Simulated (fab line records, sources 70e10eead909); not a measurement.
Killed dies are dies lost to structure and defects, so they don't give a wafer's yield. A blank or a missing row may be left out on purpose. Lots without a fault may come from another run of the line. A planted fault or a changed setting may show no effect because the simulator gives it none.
Tool commonality check | flow nand_harc | 10 lots, 30 wafers sampled

WHY IT WAS OPENED
At NHARC_END_WLT_00 the reading VT_DECK1_TOP_INNER is flagged on 1 of 10 lots. Wafers without a fault read 0.899, standard deviation 0.0077.
Rule: a lot is flagged when every wafer of it that has a number lies more than 4 standard deviations from that mean, or none has a number. The other lots count as sound.

lot  | measured     | on        | VT_DECK1_TOP_INNER, wafer by wafer | flag
L352 | day 19 16:05 | prober-01 | 0.892 0.884 0.879                  |
L350 | day 20 14:02 | prober-01 | 0.895 0.900 0.890                  |
L353 | day 20 14:26 | prober-02 | 0.891 0.897 0.901                  |
L357 | day 21 03:38 | prober-02 | 0.908 0.909 0.905                  |
L360 | day 21 12:04 | prober-02 | 0.911 0.910 0.902                  |
L359 | day 21 19:23 | prober-02 | 0.909 0.907 0.913                  |
L361 | day 22 04:16 | prober-02 | 0.985 0.987 0.979                  | FLAGGED
L364 | day 22 20:26 | prober-01 | 0.901 0.903 0.899                  |
L370 | day 24 15:36 | prober-01 | 0.898 0.895 0.898                  |
L372 | day 24 15:38 | prober-02 | 0.882 0.886 0.889                  |
The numbers of the flagged lots are 0.984 on average: +0.085 against the usual, or +11 standard deviations.

WHICH TOOL RAN EACH LOT
The record holds 3 process steps before the reading, out of a route of 1159 steps. In each cell: the tool, then ch and the chambers that the sampled wafers went through, then the start.
lot  | flag    | NHARC_A_CHANNEL_HOLE_D1_ETCH_44    | NHARC_A_CHANNEL_FILL_D1_STRIP_28   | NHARC_A_CHANNEL_FILL_D1_CVD_05
L352 |         | rie_diel-08 ch 2,3, day 9 03:16    | rie_diel-13 ch 0,1,2, day 10 05:12 | lpcvd_poly-02 ch 0, day 10 07:45
L350 |         | rie_diel-10 ch 0,1,2, day 8 18:20  | rie_diel-04 ch 0,1,2, day 10 01:20 | lpcvd_poly-04 ch 0, day 10 03:43
L353 |         | rie_diel-10 ch 2,3, day 9 06:29    | rie_diel-13 ch 0,2, day 10 11:37   | lpcvd_poly-04 ch 0, day 10 13:59
L357 |         | rie_diel-10 ch 2,3, day 10 09:58   | rie_diel-13 ch 0,1,3, day 11 16:12 | lpcvd_poly-02 ch 0, day 11 18:46
L360 |         | rie_diel-10 ch 2,3, day 11 02:47   | rie_diel-13 ch 1,3, day 12 05:47   | lpcvd_poly-04 ch 0, day 12 08:09
L359 |         | rie_diel-01 ch 2,3, day 11 03:35   | rie_diel-04 ch 0,2, day 12 05:47   | lpcvd_poly-04 ch 0, day 12 08:09
L361 | FLAGGED | rie_diel-01 ch 0,1, day 11 18:32   | rie_diel-04 ch 0,1,3, day 12 18:26 | lpcvd_poly-04 ch 0, day 12 20:49
L364 |         | rie_diel-08 ch 1,2,3, day 12 14:14 | rie_diel-13 ch 1,3, day 13 16:20   | lpcvd_poly-02 ch 0, day 13 18:52
L370 |         | rie_diel-08 ch 1,2,3, day 13 13:10 | rie_diel-13 ch 0,1, day 14 14:07   | lpcvd_poly-01 ch 0, day 14 16:40
L372 |         | rie_diel-10 ch 0,2,3, day 14 10:40 | rie_diel-04 ch 1,2, day 15 14:47   | lpcvd_poly-01 ch 0, day 15 17:20
What these steps do:
- NHARC_A_CHANNEL_HOLE_D1_ETCH_44: etches the open film in CF4/O2, target depth 140 nm, overetch 14 nm, time 77 s.
- NHARC_A_CHANNEL_FILL_D1_STRIP_28: strips in O2, time 20 s.
- NHARC_A_CHANNEL_FILL_D1_CVD_05: deposits poly-Si, target thk 5 nm.
- NHARC_END_WLT_00

FLAGGED OVER TOTAL, TOOL BY TOOL (the gauges that took the reading come last)
step                             | tool          | lots run | flagged | share of the flagged lots | sound lots run after its first flagged lot
NHARC_A_CHANNEL_HOLE_D1_ETCH_44  | rie_diel-01   | 2        | 1       | all                       | 0
NHARC_A_CHANNEL_HOLE_D1_ETCH_44  | rie_diel-08   | 3        | 0       | none                      | -
NHARC_A_CHANNEL_HOLE_D1_ETCH_44  | rie_diel-10   | 5        | 0       | none                      | -
NHARC_A_CHANNEL_FILL_D1_STRIP_28 | rie_diel-04   | 4        | 1       | all                       | 1 (L372)
NHARC_A_CHANNEL_FILL_D1_STRIP_28 | rie_diel-13   | 6        | 0       | none                      | -
NHARC_A_CHANNEL_FILL_D1_CVD_05   | lpcvd_poly-01 | 2        | 0       | none                      | -
NHARC_A_CHANNEL_FILL_D1_CVD_05   | lpcvd_poly-02 | 3        | 0       | none                      | -
NHARC_A_CHANNEL_FILL_D1_CVD_05   | lpcvd_poly-04 | 5        | 1       | all                       | 0
NHARC_END_WLT_00                 | prober-01     | 4        | 0       | none                      | -
NHARC_END_WLT_00                 | prober-02     | 6        | 1       | all                       | 1 (L372)

WHAT THE TABLE ALLOWS
4 rows of the table ran every flagged lot: rie_diel-01 at NHARC_A_CHANNEL_HOLE_D1_ETCH_44, rie_diel-04 at NHARC_A_CHANNEL_FILL_D1_STRIP_28, lpcvd_poly-04 at NHARC_A_CHANNEL_FILL_D1_CVD_05, prober-02 at NHARC_END_WLT_00.
- rie_diel-01 at NHARC_A_CHANNEL_HOLE_D1_ETCH_44: 1 of its 2 lots flagged. Its last sound lot is L359 (day 11 03:35), its first flagged lot L361 (day 11 18:32): a fault that began between those two fits.
- rie_diel-04 at NHARC_A_CHANNEL_FILL_D1_STRIP_28: 1 of its 4 lots flagged. Sound lots ran on it after the first flagged one (L372), which a lasting fault on the whole tool wouldn't allow.
- lpcvd_poly-04 at NHARC_A_CHANNEL_FILL_D1_CVD_05: 1 of its 5 lots flagged. Its last sound lot is L359 (day 12 08:09), its first flagged lot L361 (day 12 20:49): a fault that began between those two fits.
- prober-02 at NHARC_END_WLT_00: 1 of its 6 lots flagged. Sound lots ran on it after the first flagged one (L372), which a lasting fault on the whole tool wouldn't allow.
Counting lots can't tell these 2 tools apart, because each fits a fault that began at some hour. More lots, or a look at what each step does to the wafer, might.

WHAT THE SIMULATOR HAD PUT IN
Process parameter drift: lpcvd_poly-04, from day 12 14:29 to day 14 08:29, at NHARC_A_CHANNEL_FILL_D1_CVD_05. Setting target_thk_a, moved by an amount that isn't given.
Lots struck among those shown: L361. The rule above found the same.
